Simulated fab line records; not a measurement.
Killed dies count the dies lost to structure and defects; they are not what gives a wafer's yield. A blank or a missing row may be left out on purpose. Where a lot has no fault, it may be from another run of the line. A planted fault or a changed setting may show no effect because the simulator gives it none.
fab line records    flow n5Finfet
[record] lots = 7  wafers = 21
route steps=1938 shown BEOL_M5@1119 BEOL_M6@1224 BEOL_M7@1320
startH: hours from the record's first day to the start of the lot's first wafer shown    waitH: how many hours have passed since the lot's step before this one    " identical to the entry in the row above    L1.1+2: a single row standing in for several wafers    - no value, or no start was given    * or withheld: withheld    < > ~ a bound
route shown NAME@n: a module of which the file shows steps, and the number in the route of the first    usual: average and standard deviation across the fault-free wafers    same: alike in all rows    chamber/n: place in a boat    sites: the reading at each site    _std_site: the standard deviation of these    _edge_site: outer sites' mean less inner sites'    radiusMm: how far each site lies from the wafer's centre    mask NAME#n: copy n    behind: the most recent tool/chamber to have shaped the wafer    hold: cause of the lot's hold/its duration in hours/its outcome    device: transistor that didn't switch, given as n, p or np    end of line: at the end of the route, the tests of the same wafers    step lacking rows: just its recipe    killed: not the wafer's yield, but the dies lost to structure and defects at the first sort    map: shows each die of a wafer: x if killed, . if not, _ if none is there
set.NAME: the setting the step ran with; set.NAME@STEP: the setting that earlier step ran with    model.NAME: the simulator's own value behind a step, which no gauge read
lots where settings were altered on purpose, with a table for each step and a row for each wafer
[[steps]]
[step N5_BEOL_M5_COAT_71]
[recipe] resist = underlayer  tempC = 205  timeS = 60  spinRpm = 1500  resistThkNm = 5
lot.wafer   tool           chamber  startH  waitH  set.spinRpm
L077.1+2    lithoTrack-05  0        -       -      1356
L077.4      "              0        "       "      1500
L079.2+4+6  lithoTrack-04  0        -       -      1500
L081.2+5    lithoTrack-03  0        -       -      1438
L081.4      "              0        "       "      1500
L083.2+6    lithoTrack-05  0        -       -      1610
L083.5      "              0        "       "      1500
L090.1+3    lithoTrack-05  0        -       -      1640
L090.4      "              0        "       "      1500
L091.2      lithoTrack-05  0        -       -      1406
L091.4+6    "              0        "       "      1500
L092.1+5    lithoTrack-05  0        -       -      1500
L092.6      "              0        "       "      1381
[step N5_BEOL_M5_COAT_05]
[recipe] resist = CAR-EUV  spinRpm = 1500  resistThkNm = 30
[step N5_BEOL_M5_EBR_07]
[recipe] solvent = PGMEA  ebrWidthMm = 1.5
[step N5_BEOL_M5_DESCUM_16]
[recipe] chemistry = O2  timeS = 7  sourcePowerW = 50  biasPowerW = 20  pressureMtorr = 20  rfFrequencyHz = 2.712e+07  tempC = 40  resist = CAR-EUV  o2FlowSccm = 225
[step N5_BEOL_M5_ETCH_72]
[recipe] chemistry = N2/H2  target = underlayer  targetDepthA = 65  maskMaterial = CAR-EUV  timeS = 5.2  ionEnergyEv = 200  pressureMtorr = 30  sourceW = 840  biasW = 150  n2FlowSccm = 200  h2FlowSccm = 200  ends = cleared
lot.wafer  tool        chamber  startH  waitH  set.spinRpm@BEOL_M5_COAT_71  model.etch.depthNm
L077.1     rieDiel-06  1        198.15  0.0    1356                         5.262
L077.2     "           2        "       "      1356                         5.257
L077.4     "           0        "       "      1500                         4.999
L079.2     rieDiel-03  2        206.17  0.0    1500                         5.024
L079.4     "           0        "       "      1500                         5.013
L079.6     "           2        "       "      1500                         5.005
L081.2     rieDiel-06  1        216.62  0.0    1438                         5.086
L081.4     "           0        "       "      1500                         4.982
L081.5     "           3        "       "      1438                         5.094
L083.2     rieDiel-03  2        244.30  0.0    1610                         4.835
L083.5     "           2        "       "      1500                         4.991
L083.6     "           3        "       "      1610                         4.828
L090.1     rieDiel-06  3        266.00  0.0    1640                         4.786
L090.3     "           1        "       "      1640                         4.772
L090.4     "           3        "       "      1500                         5.001
L091.2     rieDiel-06  2        274.76  0.0    1406                         5.153
L091.4     "           0        "       "      1500                         4.996
L091.6     "           0        "       "      1500                         4.989
L092.1     rieDiel-04  1        286.07  0.0    1500                         5.006
L092.5     "           2        "       "      1500                         5.003
L092.6     "           1        "       "      1381                         5.21
[step N5_BEOL_M5_ETCH_61]
[recipe] chemistry = CF4  target = SiARC  targetDepthA = 156  maskMaterial = CAR-EUV  timeS = 26  ionEnergyEv = 80  pressureMtorr = 40  sourceW = 545  biasW = 36  Ar_flow_sccm = 100  cf4FlowSccm = 100  ends = cleared
[step N5_BEOL_M5_ETCH_62]
[recipe] chemistry = N2/H2  target = SOC  targetDepthA = 750  overetchA = 150  maskMaterial = SiARC  tempC = 40  timeS = 112.5  ionEnergyEv = 200  pressureMtorr = 30  sourceW = 840  biasW = 150  n2FlowSccm = 200  h2FlowSccm = 200
[step N5_BEOL_M5_STRIP_73]
[recipe] chemistry = N2/H2  tempC = 40  n2FlowSccm = 200  h2FlowSccm = 200  rfFrequencyHz = 6e+07
[step N5_BEOL_M5_STRIP_64]
[recipe] chemistry = CF4  resist = SiARC  powerW = 300  biasPowerW = 75  pressureMtorr = 50  cf4FlowSccm = 150  rfFrequencyHz = 6e+07
[step N5_BEOL_M5_HM_OPEN_17]
[recipe] chemistry = Cl2/BCl3  targetDepthA = 200  overetchA = 60  target = TiN  maskMaterial = SOC  ionEnergyEv = 150  pressureMtorr = 10  icpW = 1000  biasW = 126  Cl2_flow_sccm = 53.25  bcl3FlowSccm = 21.75  Ar_flow_sccm = 25
lot.wafer  tool         chamber  startH  waitH  set.targetThkA@BEOL_M5_HM_DEP_02  model.etch.depthNm
L077.1     rieMetal-03  1        198.37  0.0    200                               19.71
L077.2     "            0        "       "      180.1                             17.85
L077.4     "            0        "       "      180.1                             17.63
L079.2     rieMetal-03  1        206.39  0.0    200                               19.99
L079.4     "            1        "       "      200                               20.01
L079.6     "            0        "       "      200                               19.93
L081.2     rieMetal-01  0        216.83  0.0    200                               20.02
L081.4     "            0        "       "      217.2                             21.61
L081.5     "            0        "       "      200                               19.84
L083.2     rieMetal-02  0        244.51  0.0    208.7                             20.88
L083.5     "            1        "       "      208.7                             20.65
L083.6     "            0        "       "      200                               19.97
L090.1     rieMetal-01  1        266.21  0.0    223.6                             22.49
L090.3     "            0        "       "      223.6                             22.77
L090.4     "            1        "       "      223.6                             22.86
L091.2     rieMetal-01  0        274.98  0.0    211.6                             20.95
L091.4     "            0        "       "      200                               19.8
L091.6     "            1        "       "      211.6                             20.98
L092.1     rieMetal-02  1        286.29  0.0    220.7                             22.02
L092.5     "            0        "       "      200                               19.98
L092.6     "            1        "       "      200                               19.97
[step N5_BEOL_M5_STRIP_19]
[recipe] chemistry = O2  powerW = 400  tempC = 40  pressureMtorr = 30  rfFrequencyHz = 6e+07  biasPowerW = 0  overashFraction = 0.2  o2FlowSccm = 225
[step N5_BEOL_M5_STRIP_85]
[recipe] chemistry = C4F6/O2  resist = SiARC  rfFrequencyHz = 6e+07
[step N5_BEOL_M5_STRIP_36]
[recipe] chemistry = N2/H2  powerW = 450  tempC = 40  pressureMtorr = 20  rfFrequencyHz = 6e+07  overashFraction = 0.3  biasPowerW = 7  h2Frac = 0.5  n2FlowSccm = 200  h2FlowSccm = 200
[step N5_BEOL_M5_TRENCH_ETCH_37]
[recipe] chemistry = C4F6/O2  targetDepthA = 716.52  target = SiCOH_lowk  timeS = 24.7  ionEnergyEv = 250  pressureMtorr = 30  sourceW = 345  biasW = 185  Ar_flow_sccm = 300  C4F6_flow_sccm = 10  O2_flow_sccm = 10
lot.wafer  tool        chamber  startH  waitH  set.targetThkA@BEOL_M5_HM_DEP_02  model.TiN_of_BEOL_M5_HM_DEP_02.thkNm
L077.1     rieDiel-04  2        -       -      200                               17.6
L077.2     "           3        "       "      180.1                             15.8
L077.4     "           1        "       "      180.1                             15.6
L079.2+6   rieDiel-03  0        -       -      200                               17.8
L079.4     "           3        "       "      200                               18
L081.2     rieDiel-03  1        -       -      200                               18
L081.4     "           2        "       "      217.2                             19.4
L081.5     "           0        "       "      200                               17.8
L083.2     rieDiel-03  0        -       -      208.7                             18.8
L083.5     "           1        "       "      208.7                             18.6
L083.6     "           2        "       "      200                               17.8
L090.1     rieDiel-06  1        -       -      223.6                             20.4
L090.3     "           3        "       "      223.6                             20.6
L090.4     "           1        "       "      223.6                             20.8
L091.2+6   rieDiel-04  0,3      -       -      211.6                             18.8
L091.4     "           3        "       "      200                               17.6
L092.1     rieDiel-03  3        -       -      220.7                             20
L092.5     "           1        "       "      200                               18
L092.6     "           0        "       "      200                               17.8
[step N5_BEOL_M6_EXPOSE_25]
[recipe] maskId = V5  na = 0.33  sourceShape = annular  sigmaInner = 0.4  sigmaOuter = 0.8  polarization = unpolarized  targetCdNm = 40  doseMj = 45
lot.wafer   tool           chamber  startH  waitH  mask  set.doseMj
L077.1+2+4  euvScanner-02  0        210.16  -      V5#0  46.78
L079.2+4+6  euvScanner-02  0        220.09  -      V5#0  45
L081.2      euvScanner-01  0        230.94  -      V5#0  45
L081.4+5    "              0        "       "      V5#0  42.06
L083.2+5+6  euvScanner-01  0        257.52  -      V5#0  45
L090.1+3+4  euvScanner-02  0        278.22  -      V5#0  45
L091.2+4    euvScanner-02  0        288.58  -      V5#0  45
L091.6      "              0        "       "      V5#0  46.29
L092.1+5    euvScanner-01  0        302.32  -      V5#0  45
L092.6      "              0        "       "      V5#0  47.5
[step N5_BEOL_M6_PEB_26]
[recipe] pebTempC = 100  pebTimeS = 60  resist = CAR-EUV
[step N5_BEOL_M6_DEVELOP_27]
[recipe] developTimeS = 30  developer = TMAH  resist = CAR-EUV  rinseLiquid = surfactantRinse  dry = airSpin  devTempC = 23
[step N5_BEOL_M6_CD_MEAS_28]
[recipe] targetCdNm = 40  landingEnergyEv = 500  detector = seInlens
[usual] cdNm = 40.04/0.22
lot.wafer  tool      chamber  startH  waitH  set.doseMj@BEOL_M6_EXPOSE_25  cdNm
L077.1     cdSem-02  0        210.29  -      46.78                         40.50
L077.2     "         0        "       "      46.78                         40.84
L077.4     "         0        "       "      46.78                         40.56
L079.2     cdSem-03  0        220.22  -      45                            39.71
L079.4     "         0        "       "      45                            39.68
L079.6     "         0        "       "      45                            40.01
L081.2     cdSem-01  0        231.07  -      45                            39.79
L081.4     "         0        "       "      42.06                         38.66
L081.5     "         0        "       "      42.06                         38.60
L083.2     cdSem-02  0        257.65  -      45                            39.77
L083.5     "         0        "       "      45                            39.74
L083.6     "         0        "       "      45                            40.01
L090.1     cdSem-03  0        278.36  -      45                            40.09
L090.3     "         0        "       "      45                            39.83
L090.4     "         0        "       "      45                            39.83
L091.2     cdSem-01  0        288.71  -      45                            40.13
L091.4     "         0        "       "      45                            40.58
L091.6     "         0        "       "      46.29                         40.78
L092.1     cdSem-01  0        302.46  -      45                            40.11
L092.5     "         0        "       "      45                            39.89
L092.6     "         0        "       "      47.5                          41.02
[step N5_BEOL_M6_DESCUM_33]
[recipe] chemistry = O2  timeS = 7  sourcePowerW = 50  biasPowerW = 20  pressureMtorr = 20  rfFrequencyHz = 2.712e+07  tempC = 40  resist = CAR-EUV  o2FlowSccm = 225
lot.wafer   tool        chamber  startH  waitH  set.timeS  set.doseMj@BEOL_M6_EXPOSE_25  model.CAR-EUV_of_BEOL_M6_COAT_22.thkNm  model.BEOL_M6.cdNm
L077.1      rieDiel-05  2        210.43  0.1    7          46.78                         26                                      40.6
L077.2      "           0        "       "      7          46.78                         26                                      40.8
L077.4      "           1        "       "      5.522      46.78                         26.8                                    40.6
L079.2+4+6  rieDiel-05  3,1,1    220.49  0.2    7          45                            26                                      40
L081.2      rieDiel-01  2        231.19  0.0    7.78       45                            25.8                                    39.8
L081.4      "           0        "       "      7.78       42.06                         25.8                                    38.6
L081.5      "           2        "       "      7          42.06                         26.2                                    38.4
L083.2      rieDiel-01  3        257.77  0.0    8.478      45                            25.4                                    40.4
L083.5      "           2        "       "      8.478      45                            25.6                                    40.2
L083.6      "           3        "       "      7          45                            26.2                                    40.2
L090.1      rieDiel-02  0        279.51  1.1    7          45                            26                                      39.8
L090.3      "           2        "       "      7.691      45                            25.8                                    40
L090.4      "           3        "       "      7.691      45                            25.8                                    39.8
L091.2+4    rieDiel-05  3,2      288.90  0.1    7          45                            26                                      40
L091.6      "           3        "       "      7          46.29                         26.2                                    40.6
L092.1      rieDiel-01  3        302.62  0.0    7.739      45                            25.8                                    40
L092.5      "           2        "       "      7.739      45                            25.8                                    40.2
L092.6      "           1        "       "      7.739      47.5                          25.8                                    41.4
[step N5_BEOL_M6_ETCH_72]
[recipe] chemistry = N2/H2  target = underlayer  targetDepthA = 65  maskMaterial = CAR-EUV  timeS = 5.2  ionEnergyEv = 200  pressureMtorr = 30  sourceW = 840  biasW = 150  n2FlowSccm = 200  h2FlowSccm = 200  ends = cleared
lot.wafer   tool        chamber  startH  waitH  set.doseMj@BEOL_M6_EXPOSE_25  model.BEOL_M6.cdNm
L077.1+2    rieDiel-05  2,0      210.47  0.0    46.78                         40.8
L077.4      "           1        "       "      46.78                         40.6
L079.2+4+6  rieDiel-05  3,1,1    220.52  0.0    45                            40
L081.2      rieDiel-01  2        231.22  0.0    45                            40
L081.4      "           0        "       "      42.06                         38.6
L081.5      "           2        "       "      42.06                         38.4
L083.2      rieDiel-01  3        257.81  0.0    45                            40.4
L083.5+6    "           2,3      "       "      45                            40.2
L090.1+4    rieDiel-02  0,3      279.55  0.0    45                            39.8
L090.3      "           2        "       "      45                            40.2
L091.2+4    rieDiel-05  3,2      288.93  0.0    45                            40
L091.6      "           3        "       "      46.29                         40.6
L092.1      rieDiel-01  3        302.65  0.0    45                            40
L092.5      "           2        "       "      45                            40.2
L092.6      "           1        "       "      47.5                          41.4
[step N5_BEOL_M6_ETCH_66]
[recipe] chemistry = N2/H2  target = SOC  targetDepthA = 800  overetchA = 160  maskMaterial = SiARC  tempC = 40  timeS = 120  ionEnergyEv = 200  pressureMtorr = 30  sourceW = 840  biasW = 150  n2FlowSccm = 200  h2FlowSccm = 200
[usual] rfVppV = 522.3/1.1
lot.wafer  tool        chamber  startH  waitH  set.biasW  set.doseMj@BEOL_M6_EXPOSE_25  rfVppV  model.SiARC_of_BEOL_M6_COAT_64.thkNm  model.BEOL_M6.cdNm
L077.1     rieDiel-05  2        210.51  0.0    150        46.78                         520.8   6.4                                   40.8
L077.2     "           0        "       "      150        46.78                         523.7   6.6                                   40.8
L077.4     "           1        "       "      162.9      46.78                         552.1   5.6                                   40.8
L079.2     rieDiel-05  3        220.57  0.0    150        45                            522.2   6.6                                   40
L079.4     "           1        "       "      150        45                            522.3   6.2                                   40.2
L079.6     "           1        "       "      150        45                            524.0   6.2                                   40.2
L081.2     rieDiel-01  2        231.27  0.0    150        45                            523.8   6.4                                   39.8
L081.4     "           0        "       "      130.1      42.06                         477.4   7.4                                   38.6
L081.5     "           2        "       "      130.1      42.06                         475.0   7.4                                   38.2
L083.2     rieDiel-01  3        257.85  0.0    150        45                            523.7   6.4                                   40
L083.5     "           2        "       "      126.4      45                            469.0   7.4                                   40
L083.6     "           3        "       "      126.4      45                            469.9   7.6                                   40
L090.1     rieDiel-02  0        279.59  0.0    150        45                            520.5   6.4                                   39.6
L090.3     "           2        "       "      123.2      45                            462.0   8                                     40.2
L090.4     "           3        "       "      123.2      45                            461.8   7.6                                   39.6
L091.2     rieDiel-05  3        288.98  0.0    150        45                            522.2   6.4                                   39.8
L091.4     "           2        "       "      160.5      45                            542.7   5.8                                   39.8
L091.6     "           3        "       "      160.5      46.29                         545.3   5.8                                   40.6
L092.1     rieDiel-01  3        302.69  0.0    170.2      45                            565.3   5.4                                   39.6
L092.5     "           2        "       "      150        45                            521.2   6.4                                   40.2
L092.6     "           1        "       "      150        47.5                          522.1   6.2                                   41.4
[step N5_BEOL_M6_STRIP_69]
[recipe] chemistry = N2/H2  tempC = 40  n2FlowSccm = 200  h2FlowSccm = 200  rfFrequencyHz = 6e+07
[step N5_BEOL_M6_STRIP_73]
[recipe] chemistry = N2/H2  tempC = 40  n2FlowSccm = 200  h2FlowSccm = 200  rfFrequencyHz = 6e+07
[step N5_BEOL_M6_VIA_ETCH_34]
[recipe] chemistry = C4F6/O2  target = SiCOH_lowk  targetDepthA = 1263  maskMaterial = SOC  taperDeg = 4  timeS = 50.9  ionEnergyEv = 250  pressureMtorr = 30  sourceW = 345  biasW = 185  Ar_flow_sccm = 300  C4F6_flow_sccm = 10  O2_flow_sccm = 10
lot.wafer  tool        chamber  startH  waitH  set.doseMj@BEOL_M6_EXPOSE_25  model.BEOL_M6.cdNm
L077.1+2   rieDiel-05  2,0      210.61  0.0    46.78                         40.6
L077.4     "           1        "       "      46.78                         40.8
L079.2     rieDiel-05  3        220.67  0.0    45                            40
L079.4     "           1        "       "      45                            40.2
L079.6     "           1        "       "      45                            40.4
L081.2     rieDiel-01  2        231.37  0.0    45                            39.6
L081.4     "           0        "       "      42.06                         38.6
L081.5     "           2        "       "      42.06                         38.2
L083.2+6   rieDiel-01  3        257.95  0.0    45                            40
L083.5     "           2        "       "      45                            40.2
L090.1     rieDiel-02  0        279.69  0.0    45                            39.6
L090.3     "           2        "       "      45                            40.2
L090.4     "           3        "       "      45                            39.4
L091.2+4   rieDiel-05  3,2      289.08  0.0    45                            39.8
L091.6     "           3        "       "      46.29                         40.6
L092.1     rieDiel-01  3        302.80  0.0    45                            39.8
L092.5     "           2        "       "      45                            40.2
L092.6     "           1        "       "      47.5                          41.4
[step N5_BEOL_M6_TRENCH_ETCH_37]
[recipe] chemistry = C4F6/O2  targetDepthA = 944.35  target = SiCOH_lowk  timeS = 31.5  ionEnergyEv = 250  pressureMtorr = 30  sourceW = 345  biasW = 185  Ar_flow_sccm = 300  C4F6_flow_sccm = 10  O2_flow_sccm = 10
[usual] rfVppV = 665/4.9
lot.wafer  tool        chamber  startH  waitH  set.biasW  rfVppV
L077.1     rieDiel-05  2        -       -      185        666
L077.2     "           0        "       "      185        656
L077.4     "           1        "       "      185        672
L079.2     rieDiel-05  3        -       -      185        663
L079.4     "           1        "       "      185        671
L079.6     "           1        "       "      185        671
L081.2     rieDiel-01  2        -       -      161        589
L081.4     "           0        "       "      161        596
L081.5     "           2        "       "      185        659
L083.2     rieDiel-01  3        -       -      185        669
L083.5     "           2        "       "      185        658
L083.6     "           3        "       "      185        671
L090.1     rieDiel-02  0        -       -      162.6      600
L090.3     "           2        "       "      185        659
L090.4     "           3        "       "      162.6      600
L091.2     rieDiel-05  3        -       -      185        663
L091.4     "           2        "       "      185        666
L091.6     "           3        "       "      175.9      637
L092.1     rieDiel-01  3        -       -      185        669
L092.5     "           2        "       "      185        659
L092.6     "           1        "       "      214        750
[step N5_BEOL_M7_ALD_77]
[recipe] material = TaN  targetThkA = 20  tempC = 275  aldPrecursorFamily = PDMAT  aldCoReactant = NH3  pressureTorr = 3  carrierFlowSccm = 1500  pulseTimeS = 2  purgeTimeS = 3  coReactantPurgeTimeS = 2  coReactantPulseTimeS = 3  aldCycles = 40  precursorVesselTempC = 75  precursorVesselPressureTorr = 26.25  precursorVesselCarrierSccm = 1000
lot.wafer   tool         chamber  startH  waitH  set.aldCycles  model.TaN_of_BEOL_M7_ALD_77.thkNm
L077.1+2+4  aldMetal-04  0,2,1    221.53  0.1    40             2
L079.2+4+6  aldMetal-02  0,2,1    233.88  0.0    40             2
L081.2+4+5  aldMetal-04  2,2,0    241.13  0.0    40             2
L083.2+6    aldMetal-03  2        267.15  0.1    40             2
L083.5      "            1        "       "      46             2.2
L090.1+4    aldMetal-02  0,2      290.16  0.1    46             2.4
L090.3      "            1        "       "      40             2
L091.2+4    aldMetal-02  1        297.76  0.1    43             2.2
L091.6      "            2        "       "      40             2
L092.1+6    aldMetal-04  0        311.05  0.0    44             2.2
L092.5      "            1        "       "      40             2
[[key]]
[split] step = N5_BEOL_M5_COAT_71  setting = spinRpm  stated = 1500  by = wafer
[response] step = N5_BEOL_M5_ETCH_72  reading = model.etch.depthNm  change = -0.0251  per = 1%  r = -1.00
[split] step = N5_BEOL_M6_EXPOSE_25  setting = doseMj  stated = 45  by = wafer
[response] step = N5_BEOL_M6_CD_MEAS_28  reading = cdNm  change = +0.177  per = 1%  r = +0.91
[response] step = N5_BEOL_M6_DESCUM_33  reading = model.BEOL_M6.cdNm  change = +0.213  per = 1%  r = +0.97
[response] step = N5_BEOL_M6_ETCH_72  reading = model.BEOL_M6.cdNm  change = +0.229  per = 1%  r = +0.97
[response] step = N5_BEOL_M6_ETCH_66  reading = model.BEOL_M6.cdNm  change = +0.242  per = 1%  r = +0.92
[response] step = N5_BEOL_M6_VIA_ETCH_34  reading = model.BEOL_M6.cdNm  change = +0.219  per = 1%  r = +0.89
[split] step = N5_BEOL_M6_DESCUM_33  setting = timeS  stated = 7  by = wafer
[response] step = N5_BEOL_M6_DESCUM_33  reading = model.CAR-EUV_of_BEOL_M6_COAT_22.thkNm  change = -0.0342  per = 1%  r = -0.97
[split] step = N5_BEOL_M6_ETCH_66  setting = biasW  stated = 150  by = wafer
[response] step = N5_BEOL_M6_ETCH_66  reading = rfVppV  change = +3.37  per = 1%  r = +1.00
[response] step = N5_BEOL_M6_ETCH_66  reading = model.SiARC_of_BEOL_M6_COAT_64.thkNm  change = -0.0761  per = 1%  r = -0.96
[split] step = N5_BEOL_M6_TRENCH_ETCH_37  setting = biasW  stated = 185  by = wafer
[response] step = N5_BEOL_M6_TRENCH_ETCH_37  reading = rfVppV  change = +5.22  per = 1%  r = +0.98
[split] step = N5_BEOL_M7_ALD_77  setting = aldCycles  stated = 40  by = wafer
[response] step = N5_BEOL_M7_ALD_77  reading = model.TaN_of_BEOL_M7_ALD_77.thkNm  change = +0.0206  per = 1%  r = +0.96
split outsideThisFile step=N5_BEOL_M5_HM_DEP_02 setting=targetThkA
// split outsideThisFile: this setting was split too, and the file shows its column; the key of that split is in another file
